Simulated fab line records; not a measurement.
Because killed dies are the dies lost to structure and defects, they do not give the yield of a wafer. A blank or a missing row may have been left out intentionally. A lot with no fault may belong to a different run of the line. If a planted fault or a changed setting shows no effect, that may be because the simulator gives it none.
What tool caused it?    flow nand-harc    14 lots with 42 wafers sampled at 5 steps, on a route of 1302 steps

== WHAT EACH GAUGE READ, for each wafer ==
NHARC_A_CHANNEL_HOLE_D1_CD_MEAS_30. Usual: cd-nm at 89.9 nm, with a standard deviation of 1.3.
lot   measured      on         cd-nm (nm)      flag
L220  day 8 14:28   cd-sem-02  89.5 90.5 91.0  
L221  day 9 10:52   cd-sem-02  89.7 88.4 89.9  
L222  day 9 18:32   cd-sem-03  88.9 88.0 89.4  
L223  day 10 02:28  cd-sem-03  88.3 88.3 88.1  
L225  day 10 20:58  cd-sem-03  89.5 89.6 88.2  
L226  day 11 10:05  cd-sem-01  92.0 88.9 91.4  
L227  day 11 14:12  cd-sem-02  90.8 89.9 89.6  
L228  day 12 09:12  cd-sem-03  91.3 91.0 92.9  
L229  day 12 13:58  cd-sem-01  88.6 91.0 90.9  
L231  day 13 07:21  cd-sem-02  88.1 87.3 88.1  
L232  day 13 14:51  cd-sem-01  87.5 88.1 89.2  
L236  day 15 21:17  cd-sem-03  90.2 88.9 88.4  
L240  day 17 08:56  cd-sem-02  91.1 90.8 90.2  
L242  day 18 08:02  cd-sem-03  88.4 88.6 90.7  

NHARC_A_ONON_D2_THK_MEAS_11: measures by ellipsometry. Usual: thk-nm at 999 nm, with a standard deviation of 9.1.
lot   measured      on             thk-nm (nm)     flag
L220  day 12 04:32  film-metro-02  1005 1002 1003  
L221  day 13 01:52  film-metro-01  1002 1003 1004  
L222  day 13 10:56  film-metro-02  990 990 990     
L223  day 13 17:43  film-metro-01  992 992 991     
L225  day 14 16:39  film-metro-02  1003 1004 1006  
L226  day 15 01:40  film-metro-02  1004 1004 1005  
L227  day 15 04:16  film-metro-02  984 985 982     
L228  day 16 02:08  film-metro-01  988 987 990     
L229  day 16 05:17  film-metro-02  1006 1005 1005  
L231  day 17 01:55  film-metro-01  1007 1007 1006  
L232  day 17 07:49  film-metro-02  998 996 999     
L236  day 19 10:58  film-metro-01  996 996 997     
L240  day 20 21:36  film-metro-01  1576 1577 1574  OFF
L242  day 22 00:35  film-metro-01  1555 1554 1553  OFF

NHARC_END_SORT_01. Usual: killed-at-array 54, standard deviation 17; killed-at-other 1.0, standard deviation 1.4; killed-at-periphery 3.6, standard deviation 2.1; killed-dies 58, standard deviation 17; killed-open 3.2, standard deviation 2; killed-short 2.5, standard deviation 1.5.
lot   measured      on         killed-at-array  killed-at-other  killed-at-periphery  killed-dies  killed-open  killed-short  flag
L240  day 33 05:17  prober-02  672 673 673      0 0 0            5 4 4                677 677 677  4 6 4        1 0 3         OFF
L242  day 34 07:01  prober-01  676 674 672      1 0 0            0 3 5                677 677 677  3 3 7        1 4 4         OFF

== EACH LOT AND THE TOOL THAT RAN IT (in order: tool; ch and the chambers of the sampled wafers; start) ==
lot   NHARC_A_CHANNEL_HOLE_D1_ETCH_25   NHARC_A_ONON_D2_DEP_09
L220  har-etch-02 ch 0,1, day 8 11:41   pecvd-onon-04 ch 0, day 12 04:01
L221  har-etch-01 ch 1, day 9 08:23     pecvd-onon-03 ch 0, day 13 01:22
L222  har-etch-02 ch 1, day 9 15:50     pecvd-onon-01 ch 0, day 13 10:28
L223  har-etch-01 ch 0,1, day 9 23:30   pecvd-onon-04 ch 0, day 13 17:13
L225  har-etch-01 ch 0,1, day 10 18:22  pecvd-onon-03 ch 0, day 14 16:08
L226  har-etch-02 ch 0,1, day 11 07:34  pecvd-onon-03 ch 0, day 15 01:08
L227  har-etch-02 ch 0,1, day 11 11:52  pecvd-onon-04 ch 0, day 15 03:52
L228  har-etch-01 ch 0,1, day 12 06:43  pecvd-onon-03 ch 0, day 16 01:49
L229  har-etch-02 ch 0,1, day 12 11:46  pecvd-onon-03 ch 0, day 16 04:54
L231  har-etch-02 ch 0,1, day 13 04:43  pecvd-onon-01 ch 0, day 17 01:23
L232  har-etch-01 ch 0,1, day 13 12:23  pecvd-onon-01 ch 0, day 17 07:19
L236  har-etch-02 ch 0,1, day 15 18:38  pecvd-onon-04 ch 0, day 19 10:31
L240  har-etch-01 ch 0,1, day 17 06:35  pecvd-onon-03 ch 0, day 20 21:12
L242  har-etch-01 ch 0,1, day 18 05:34  pecvd-onon-03 ch 0, day 22 00:04
- NHARC_A_CHANNEL_HOLE_D1_ETCH_25: etches the open film in C4F8/O2/Ar, time 1040.2 s, target depth 1500 nm.
- NHARC_A_ONON_D2_DEP_09: target thk 1000 nm.

== AS READ BY THE TOOLS THEMSELVES (means over the sampled wafers that have a number; for cases with no such wafer, the mark the record gives instead) ==
NHARC_A_CHANNEL_HOLE_D1_ETCH_25. Usual: drypump-motor-current-A 6.0 A, standard deviation 0.42; he-backside-leak-sccm 6.2 sccm, standard deviation 0.78; showerhead-plenum-p-Torr 3.72 Torr, standard deviation 0.094; throttle-valve-pct 32.237 %, standard deviation 0.0093.
lot   tool         drypump-motor-current-A (A)  he-backside-leak-sccm (sccm)  showerhead-plenum-p-Torr (Torr)  throttle-valve-pct (%)  flag
L220  har-etch-02  5.8                          6.9                           3.67                             32.236                  
L221  har-etch-01  6.2                          5.9                           3.72                             32.230                  
L222  har-etch-02  6.6                          6.9                           3.75                             32.243                  
L223  har-etch-01  6.1                          5.4                           3.77                             32.246                  
L225  har-etch-01  6.1                          5.6                           3.76                             32.237                  
L226  har-etch-02  5.8                          7.0                           3.65                             32.235                  
L227  har-etch-02  6.2                          6.8                           3.69                             32.244                  
L228  har-etch-01  6.1                          5.5                           3.75                             32.229                  
L229  har-etch-02  6.2                          6.8                           3.68                             32.219                  
L231  har-etch-02  5.8                          7.1                           3.63                             32.240                  
L232  har-etch-01  6.0                          5.4                           3.79                             32.233                  
L236  har-etch-02  6.2                          7.0                           3.66                             32.237                  
L240  har-etch-01  6.1                          5.9                           3.71                             32.245                  
L242  har-etch-01  6.0                          5.7                           3.75                             32.233                  

== THE ANSWER, worked out from the rows above alone ==
Rule: lot off if the mean of its wafers having a number is beyond 3 standard deviations from the usual mean. Also off: a lot with no number at a reading for which 4 or more lots have one. All remaining lots with rows at the step are treated as sound. The gauges are gone through in route order, then the tools' own readings, and for those a lot's mean is taken as printed above. At the first step where some lot is off, the reading lying furthest off is the one used; lots without a number count as furthest.
Off at NHARC_A_ONON_D2_THK_MEAS_11 (thk-nm): L240, L242.
A tool fits if, at a process step before that reading, it ran every lot that is off, and no sound lot after the first of them. The gauges at NHARC_A_ONON_D2_THK_MEAS_11 aren't tried: what is off there is off at NHARC_END_SORT_01 too, on other tools, and a gauge's error can't cause that. This does not decide it: 2 tools fit, namely har-etch-01 at NHARC_A_CHANNEL_HOLE_D1_ETCH_25 and pecvd-onon-03 at NHARC_A_ONON_D2_DEP_09.

== WHAT THE SIMULATOR HAD PUT IN ==
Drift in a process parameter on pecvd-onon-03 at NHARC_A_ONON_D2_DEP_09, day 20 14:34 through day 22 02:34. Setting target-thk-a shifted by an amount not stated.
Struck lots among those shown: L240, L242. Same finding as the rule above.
